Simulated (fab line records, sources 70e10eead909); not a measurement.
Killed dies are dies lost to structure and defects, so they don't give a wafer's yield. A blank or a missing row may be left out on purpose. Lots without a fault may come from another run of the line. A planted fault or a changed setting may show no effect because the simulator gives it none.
A struck lot beside a sound one | flow nand_harc | 14 steps out of a route of 1159
Sound: wafers L863.1, L863.4, L863.5. Struck: wafers L869.1, L869.3, L869.5. The cause comes at the end.
At each step with rows: each side's tool, then ch and its chambers, then its first start. Under that, the readings that differ: sound wafers | struck wafers | difference of the means | sigmas: that difference in standard deviations of wafers without a fault.
alike: readings whose means differ by less than 2 such deviations, and words and numbers that are the same on both sides. not compared: withheld readings, readings that some wafer has no value for, bounds like >300 that may hide the same value, and numbers for which the record gives no deviation and whose values overlap.
The two part at a step that has a row with sigmas, a row that says differs or no value, or rows on one side only. Numbers that don't overlap but have no deviation are shown without sigmas and don't part them. A reading that every wafer of one side lacks parts them only if that side has two wafers or more.

NHARC_A_CONTACT_ETCH_106: etches the open film in CF4/O2, target depth 60 nm, overetch 6 nm, time 33 s.
  sound on rie_diel-06 ch 0,1,3, day 19 19:11; struck on rie_diel-08 ch 0,1,3, day 20 11:28
  alike: drypump_motor_current_A, oes_ar_750_au, oes_product_au, rf_vpp_V, showerhead_plenum_p_Torr, throttle_valve_pct
  not compared: rf_hours_counter_h
NHARC_A_CONTACT_STRIP_82: strips in O2.
  sound on rie_diel-06 ch 0,1; struck on rie_diel-08 ch 0,3
  reading               | sound             | struck            | difference | sigmas
  oes_product_au (a.u.) | 1.034 1.028 1.018 | 0.995 0.988 0.988 | -0.036     | -3
  alike: drypump_motor_current_A, rf_vpp_V, showerhead_plenum_p_Torr, throttle_valve_pct
  not compared: rf_hours_counter_h
then, 1 step without rows for these wafers: NHARC_A_CONTACT_STRIP_83 (strips in post etch residue remover, time 600 s).
NHARC_A_CONTACT_DEP_84: deposits aC, target thk 2000 nm.
  sound on acl_dep-03 ch 0, day 19 21:56; struck on acl_dep-03 ch 0, day 20 12:39
  alike: throttle_valve_pct
NHARC_A_CONTACT_DEP_85: deposits SiON, target thk 50 nm.
  sound on pecvd-02 ch 0,1, day 19 23:13; struck on pecvd-01 ch 1,2, day 20 14:02
  alike: chamber_pressure_Torr, heater_power_w, showerhead_vpp_V
then, 7 steps without rows for these wafers: NHARC_A_CONTACT_DEHYDRATE_00 (time 120 s); NHARC_A_CONTACT_HMDS_01 (time 30 s); NHARC_A_CONTACT_COAT_86 (time 75 s); NHARC_A_CONTACT_COAT_87 (time 65 s); NHARC_A_CONTACT_COAT_02 (resist thk 90 nm); NHARC_A_CONTACT_SOFTBAKE_03 (time 55 s); NHARC_A_CONTACT_EBR_04.
NHARC_A_CONTACT_EXPOSE_05: exposes mask A CC.
  sound on arfi_scanner-02 ch 0, day 19 23:47; struck on arfi_scanner-03, day 20 14:37
  no value came back on the struck wafers for exposure_dose_mJ_cm2, focus_offset_nm (nm); on the sound wafers exposure_dose_mJ_cm2 reads 84.13 84.28 84.25
  alike: mask
then, 1 step without rows for these wafers: NHARC_A_CONTACT_PEB_06 (peb time 65 s).

WHERE THEY PART
First at NHARC_A_CONTACT_STRIP_82; last, within this record, at NHARC_A_CONTACT_EXPOSE_05.

WHY: what the simulator had put in
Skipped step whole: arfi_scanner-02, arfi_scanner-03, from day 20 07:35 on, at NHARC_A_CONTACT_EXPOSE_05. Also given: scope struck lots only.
